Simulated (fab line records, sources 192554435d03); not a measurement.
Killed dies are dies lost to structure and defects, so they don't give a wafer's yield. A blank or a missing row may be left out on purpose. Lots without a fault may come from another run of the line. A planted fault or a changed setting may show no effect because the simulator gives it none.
Split-lot experiment | flow n5_finfet | 7 lots, 21 wafers read, on a route of 1938 steps

THE SPLIT
At N5_BEOL_M4_COAT_67 (time 60 s, resist thk 60 nm), the setting spin_rpm was moved away from the recipe's 1500 rpm on 6 of the 21 wafers read, by -9.9% to +8.7%. The other wafers ran this setting at the recipe's value.

FROM THE SPLIT TO THE READING: what the file shows between them, 6 steps
- N5_BEOL_M4_EXPOSE_25: exposes mask V3, defocus 5 nm (also split here: dose_mj)
- N5_BEOL_M4_PEB_26: peb time 60 s
- N5_BEOL_M4_DEVELOP_27: develop time 30 s
- N5_BEOL_M4_CD_MEAS_28: target cd 26.2 nm, target cd y 24.1 nm
- N5_BEOL_M4_ALD_98: deposits SiO2, target thk 2.5 nm, pulse time 1 s, co reactant pulse time 1 s
- N5_BEOL_M4_ETCHBACK_99: etches SiO2 in CHF3, target depth 5 nm, time 10.4 s

THE READING
etch.depth_nm (the simulator's own value, which no gauge read), in nm, at N5_BEOL_M4_ETCH_70 (etches SOC in N2/H2, target depth 80 nm, overetch 24 nm, time 130 s). The file gives no usual value for it. The 15 wafers here that ran the recipe average 60.01 nm, standard deviation 0.1 nm.

wafer  | tool, chamber at the split | spin_rpm as run, rpm | against the recipe | etch.depth_nm, nm | against lot-mates on the recipe
L080.1 | litho_track-01, 0          | 1500                 | recipe             | 60.05             | -
L080.4 | litho_track-01, 0          | 1500                 | recipe             | 59.87             | -
L080.5 | litho_track-01, 0          | 1500                 | recipe             | 60.08             | -
L083.1 | litho_track-04, 0          | 1630                 | +8.7%              | 57.53             | -2.44
L083.4 | litho_track-04, 0          | 1630                 | +8.7%              | 57.57             | -2.40
L083.5 | litho_track-04, 0          | 1500                 | recipe             | 59.97             | -
L085.3 | litho_track-02, 0          | 1500                 | recipe             | 60.17             | -
L085.5 | litho_track-02, 0          | 1500                 | recipe             | 60.07             | -
L085.6 | litho_track-02, 0          | 1500                 | recipe             | 60.2              | -
L087.1 | litho_track-02, 0          | 1500                 | recipe             | 60.11             | -
L087.2 | litho_track-02, 0          | 1351                 | -9.9%              | 63.28             | +3.28
L087.6 | litho_track-02, 0          | 1500                 | recipe             | 59.89             | -
L088.1 | litho_track-02, 0          | 1376                 | -8.3%              | 62.82             | +2.86
L088.2 | litho_track-02, 0          | 1376                 | -8.3%              | 62.6              | +2.64
L088.6 | litho_track-02, 0          | 1500                 | recipe             | 59.96             | -
L095.1 | litho_track-04, 0          | 1500                 | recipe             | 60                | -
L095.3 | litho_track-04, 0          | 1500                 | recipe             | 59.93             | -
L095.4 | litho_track-04, 0          | 1500                 | recipe             | 59.88             | -
L096.3 | litho_track-04, 0          | 1430                 | -4.7%              | 61.21             | +1.26
L096.5 | litho_track-04, 0          | 1500                 | recipe             | 60.03             | -
L096.6 | litho_track-04, 0          | 1500                 | recipe             | 59.87             | -

THE FIT
A straight line over all 21 wafers: etch.depth_nm changes by -0.307 nm for each +1% of spin_rpm; r = -0.99; the points scatter about the line by 0.15 nm.
The same after taking each lot's own level away (the mean of its wafers on the recipe; 21 wafers): -0.307 nm for each +1%; r = -1.00; scatter 0.14 nm.
On that fit, the largest move of spin_rpm shifts the reading by 3.1 nm.
The lots' own levels span 59.937 to 60.147 nm, that is 2.0 times the standard deviation above.
So the lot-to-lot level changes the slope little: the two slopes agree.
Check: with one of the wafers moved furthest among these (-9.9%) left out of the fit, the line predicts +3.04 nm for it against its lot-mates. It came out at +3.28 nm against them.

OTHER SPLITS ON THESE WAFERS
These wafers also went through other splits before the reading. Each is held against what the fit with the lots' levels taken away leaves over:
other split on the same wafers   | wafers away from the commonest value | r with etch.depth_nm (lot level and that fit taken away)
N5_BEOL_M2_ETCH_69 bias_w        | 7                                    | -0.11
N5_BEOL_M2_TRENCH_ETCH_37 bias_w | 10                                   | -0.17
N5_BEOL_M2_SPUTTER_94 time_s     | 8                                    | +0.25
N5_BEOL_M4_EXPOSE_25 dose_mj     | 11                                   | -0.05

THE WHOLE CHAIN: every reading that the file lists as answering this split, in the file's order
step               | what it does                                                        | reading                                                                        | change (the file's fit)               | r (the file's)
N5_BEOL_M4_COAT_67 | time 60 s, resist thk 60 nm                                         | SOC_of_BEOL_M4_COAT_67.thk_nm (the simulator's own value, which no gauge read) | -0.307 nm for each +1% of the setting | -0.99
N5_BEOL_M4_ETCH_70 | etches SOC in N2/H2, target depth 80 nm, overetch 24 nm, time 130 s | etch.depth_nm (the simulator's own value, which no gauge read)                 | -0.312 nm for each +1% of the setting | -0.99

THE FILE'S OWN FIT
etch.depth_nm changes by -0.312 nm for each +1% of spin_rpm, r = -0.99.
